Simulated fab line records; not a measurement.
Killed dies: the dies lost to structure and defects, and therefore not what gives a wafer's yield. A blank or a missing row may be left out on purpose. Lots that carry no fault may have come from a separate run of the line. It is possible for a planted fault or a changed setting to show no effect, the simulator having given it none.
Matching of chambers    flow n5_finfet    N5_BEOL_M1_CMP_52 on cmp-03: 4 sister chambers
The step polishes, stops on SiOC, t overpolish 6.8 s, target thk 40 nm. 8 wafers are shown with their chamber, then 7 later ones without.

== WAFERS, EACH WITH ITS CHAMBER ==
wafer   chamber  motor_current_A (A)  time_to_endpoint_s (s)
L079.4  2        5.8                  65
L080.5  2        5.8                  68
L080.6  1        6.5                  64
L085.2  3        5.8                  61
L085.3  0        5.8                  63
L085.4  1        6.7                  58
L089.1  3        5.6                  61
L089.4  0        5.5                  62

== WAFERS WITHOUT THEIR CHAMBER ==
wafer   motor_current_A (A)  time_to_endpoint_s (s)
L089.5  6.0                  66
L092.2  5.6                  62
L092.4  6.7                  63
L092.5  6.1                  64
L097.3  6.0                  65
L097.5  5.7                  61
L097.6  5.6                  66

== THE CHAMBER EACH PASSED THROUGH ==
wafer   from the rows above                in truth
L089.5  can't be placed: 2 or 0 or 3       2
L092.2  can't be placed: 0 or 3 or 2       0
L092.4  1                                  1
L092.5  can't be placed: 2 or 3 or 0 or 1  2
L097.3  can't be placed: 2 or 0 or 3       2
L097.5  can't be placed: 3 or 0            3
L097.6  can't be placed: 2 or 0 or 3       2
Correctly placed: 1 of 7. These rows do not allow placing 6 (true chamber among the candidates in 6). Number placed wrongly: 0.
How it was worked out, from the rows above alone: a wafer's distance from a chamber is the root of the sum, over the readings, of the square of ((its reading less the chamber's mean) divided by the reading's scatter). The wafer belongs to the nearest chamber; if the next one is less than 2 further off, it can't be placed. Each chamber's mean is taken over the wafers shown for it. How the scatter is found: for the shown wafers, subtract from each reading the mean of its chamber, square and add these, divide the total by (wafers less chambers), then take the root.
